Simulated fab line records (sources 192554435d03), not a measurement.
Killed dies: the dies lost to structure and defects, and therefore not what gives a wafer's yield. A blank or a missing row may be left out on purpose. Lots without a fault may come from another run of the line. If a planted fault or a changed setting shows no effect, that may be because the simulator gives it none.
Comparing a struck lot with a sound one	flow n5-finfet	16 steps out of a route of 1938
Sound: wafers L488.2, L488.4, L488.6. Struck: wafer L493.4; the same lot's L493.5 was not struck, so it is left out; see the end for the cause.
Order at every step that has rows: each side's tool, ch and its chambers, its first start. Under that, the readings that differ: sound wafers	struck wafers	difference of the means	sigmas: that difference in standard deviations of wafers without a fault.
alike: same words and numbers on both sides, and readings whose means sit less than 2 such deviations apart. not compared: any withheld reading, any reading some wafer has no value for, any bound like >300 that may hide the same value, and any number with overlapping values for which the record gives no deviation.
Wherever a step has rows on one side only, a row that says differs or no value, or a row with sigmas, the two part there. Numbers that don't overlap but have no deviation are shown without sigmas and don't part them. A reading that every wafer of one side lacks parts them only if that side has two wafers or more.

first, 1 step without rows for these wafers: N5_BEOL_M1_DEVELOP_27 (develop time 30 s).
N5_BEOL_M1_CD_MEAS_28: target cd y 23.3 nm.
  sound on cd-sem-03 ch 0, day 8 08:19; struck on cd-sem-03 ch 0, day 9 11:34
  alike: cd-nm
N5_BEOL_M1_OVL_MEAS_29:
  sound on overlay-01 ch 0, day 8 08:21; struck on overlay-02 ch 0, day 9 11:36
reading	sound	struck	difference	sigmas
V0_OVL (nm)	-0.3 0.3 0.6	2.2	+2.0	+3
N5_BEOL_M1_INSPECT_30: inspects for defects (brightfield).
  sound: defect-inspect-02 at day 8 08:24; struck: defect-inspect-01 at day 9 11:38
reading	sound	struck	difference	sigmas
raw-defect-count	404 265 298	518	+196	+2
N5_BEOL_M1_DESCUM_33: chemistry O2, time 7 s.
  sound on rie-diel-02 ch 1,3, day 8 08:26; struck on rie-diel-03 ch 0, day 9 11:41
  alike: drypump-motor-current-A, o2-flow-sccm, oes-product-au, rf-vpp-V, showerhead-plenum-p-Torr, throttle-valve-pct
  not compared: rf-hours-counter-h
then, 1 step without rows for these wafers: N5_BEOL_M1_ETCH_77 (etches underlayer in N2/H2, target depth 6.5 nm, time 5.2 s).
N5_BEOL_M1_ETCH_69: etches SiARC in CF4, target depth 15.6 nm, time 26 s.
  sound on rie-diel-02 ch 1,3, day 8 08:29; struck on rie-diel-03 ch 0, day 9 11:45
reading	sound	struck	difference	sigmas
bias-w (W)	35.76 36.02 35.82	36.19	+0.32	+3
  alike: drypump-motor-current-A, etch-rf-on-time-s, oes-product-au, rf-vpp-V, showerhead-plenum-p-Torr, throttle-valve-pct
  not compared: rf-hours-counter-h
N5_BEOL_M1_ALD_98: deposits SiO2, target thk 2.5 nm, pulse time 1 s, co reactant pulse time 1 s.
  sound on ald-sin-02 ch 2,3, day 8 09:07; struck on ald-sin-02 ch 3, day 9 11:49
  alike: heater-power-w, precursor-pulse-height-rel, susceptor-temp-C
  not compared: since-wet-clean-h
N5_BEOL_M1_ETCHBACK_99: etches SiO2 in CHF3, target depth 5 nm, time 10.4 s.
  sound on rie-diel-02 ch 0,2,3, day 8 14:55; struck on rie-diel-02 ch 3, day 9 14:34
  alike: bias-w, drypump-motor-current-A, oes-product-au, rf-vpp-V, showerhead-plenum-p-Torr, throttle-valve-pct
  not compared: rf-hours-counter-h
N5_BEOL_M1_ETCH_70: etches SOC in N2/H2, target depth 80 nm, overetch 16 nm, time 120 s.
  sound on rie-diel-02 ch 0,2,3, day 8 14:58; struck on rie-diel-02 ch 3, day 9 14:37
  alike: bias-w, drypump-motor-current-A, oes-product-au, rf-vpp-V, showerhead-plenum-p-Torr, throttle-valve-pct
  not compared: rf-hours-counter-h
then, 2 steps without rows for these wafers: N5_BEOL_M1_STRIP_71 (strips in N2/H2); N5_BEOL_M1_STRIP_78 (strips in N2/H2).
N5_BEOL_M1_VIA_ETCH_34: etches the open film in C4F6/O2, target depth 67.8 nm, time 64.4 s.
  sound on rie-diel-02 ch 0,2,3, day 8 15:04; struck on rie-diel-02 ch 3, day 9 14:43
reading	sound	struck	difference	sigmas
oes-product-au (a.u.)	0.75 0.89 0.71	0.56	-0.22	-3
model.etch.depth-nm (nm)	68.63 70.03 66.44	41.5	-26.9	
model.SOC_of_BEOL_M1_COAT_67.thk-nm (nm)	51.8 52 52.2	55	+3	
  alike: O2_flow_sccm, bias-w, drypump-motor-current-A, rf-vpp-V, showerhead-plenum-p-Torr, throttle-valve-pct
  not compared: rf-hours-counter-h
then, 1 step without rows for these wafers: N5_BEOL_M1_STRIP_83 (strips in C4F6/O2).
N5_BEOL_M4_RC_MEAS_101:
  sound on prober-02 ch 0, day 10 00:01; struck on prober-02 ch 0, day 11 07:47
reading	sound	struck	difference	sigmas
ION_P (uA/um)	449 458 445	471	+20	+2
VT_P (mV)	-257 -256 -257	-248	+9	+2
  alike: DIBL_N, DIBL_P, IOFF_N, IOFF_P, ION_N, SS_N, SS_P, VT_N
-- record jumps: 5 days separate the struck wafers' starts on either side; left off in module BEOL_M4, taken up again in module PASSIVATION, whose first shown step is the route's number 1936 --
N5_PASSIVATION_PROBE_49:
  record: rows for the struck wafers here (prober-02, day 15 23:44), none for the sound ones

WHERE THEY PART
At N5_BEOL_M1_OVL_MEAS_29 first; at N5_PASSIVATION_PROBE_49 last (within this record only).

WHY: the cause the simulator had injected
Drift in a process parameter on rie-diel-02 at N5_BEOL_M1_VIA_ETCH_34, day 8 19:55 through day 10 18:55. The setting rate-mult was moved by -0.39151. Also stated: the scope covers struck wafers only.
